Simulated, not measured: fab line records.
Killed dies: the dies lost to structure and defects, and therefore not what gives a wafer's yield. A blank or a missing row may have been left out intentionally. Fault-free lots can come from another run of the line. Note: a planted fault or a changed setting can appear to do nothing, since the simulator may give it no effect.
Matching of chambers | flow n5Finfet | rieDiel-02 running N5_BEOL_M1_ETCH_70: 4 sister chambers
The step etches SOC in N2/H2, target depth 80 nm, overetch 16 nm, time 120 s. 20 wafers are shown with their chamber, then 10 later ones without.

== WAFERS, EACH WITH ITS CHAMBER ==
wafer  | chamber | showerheadPlenumPTorr (Torr) | drypumpMotorCurrentA (A) | throttleValvePct (%)
L074.1 | 1       | 2.60                         | 6.3                      | 17.60
L074.3 | 3       | 2.47                         | 5.8                      | 18.07
L074.5 | 3       | 2.48                         | 5.8                      | 18.09
L075.2 | 2       | 2.64                         | 6.0                      | 17.78
L075.3 | 0       | 2.49                         | 5.6                      | 17.58
L075.6 | 0       | 2.49                         | 5.6                      | 17.58
L076.1 | 1       | 2.59                         | 6.4                      | 17.58
L076.2 | 2       | 2.64                         | 6.1                      | 17.78
L076.4 | 3       | 2.47                         | 5.8                      | 18.09
L083.3 | 0       | 2.49                         | 5.6                      | 17.58
L083.4 | 1       | 2.59                         | 6.3                      | 17.62
L083.5 | 2       | 2.63                         | 6.0                      | 17.78
L084.2 | 1       | 2.59                         | 6.3                      | 17.60
L084.4 | 0       | 2.49                         | 5.6                      | 17.60
L084.5 | 1       | 2.59                         | 6.4                      | 17.63
L088.1 | 2       | 2.63                         | 6.0                      | 17.81
L088.2 | 3       | 2.47                         | 5.8                      | 18.14
L088.4 | 1       | 2.59                         | 6.3                      | 17.62
L094.1 | 2       | 2.62                         | 6.0                      | 17.86
L094.2 | 1       | 2.58                         | 6.3                      | 17.63

SIGNATURES (means of the wafers above)
reading               | chamber 0 | chamber 1 | chamber 2 | chamber 3 | scatter within a chamber
showerheadPlenumPTorr | 2.4900    | 2.5900    | 2.6320    | 2.4725    | 0.00589
drypumpMotorCurrentA  | 5.600     | 6.329     | 6.020     | 5.800     | 0.0373
throttleValvePct      | 17.5850   | 17.6114   | 17.8020   | 18.0975   | 0.0249
Rule: distance of a wafer from a chamber = root of the sum over the readings of ((wafer's reading minus chamber's mean) / reading's scatter) squared. The wafer belongs to the nearest chamber; if the next one is less than 2 further off, it can't be placed. The scatter: the root of (the sum of the squares of (reading less its chamber's mean) over the shown wafers, divided by (wafers less chambers)).

== WAFERS WHOSE CHAMBER IS MISSING ==
wafer  | showerheadPlenumPTorr (Torr) | drypumpMotorCurrentA (A) | throttleValvePct (%)
L094.3 | 2.47                         | 5.6                      | 17.65
L093.3 | 2.58                         | 6.3                      | 17.63
L093.4 | 2.48                         | 5.7                      | 17.65
L093.5 | 2.46                         | 5.8                      | 18.15
L095.4 | 2.47                         | 5.6                      | 17.65
L095.5 | 2.46                         | 5.8                      | 18.14
L095.6 | 2.62                         | 6.1                      | 17.84
L096.2 | 2.62                         | 6.0                      | 17.87
L096.3 | 2.58                         | 6.3                      | 17.65
L096.6 | 2.47                         | 5.6                      | 17.66

== EACH ONE'S CHAMBER ==
wafer  | from the rows above | in truth
L094.3 | 0                   | 0
L093.3 | 1                   | 1
L093.4 | 0                   | 0
L093.5 | 3                   | 3
L095.4 | 0                   | 0
L095.5 | 3                   | 3
L095.6 | 2                   | 2
L096.2 | 2                   | 2
L096.3 | 1                   | 1
L096.6 | 0                   | 0
10 of 10 placed correctly. Number that these rows cannot place: 0. Placed wrongly: 0.
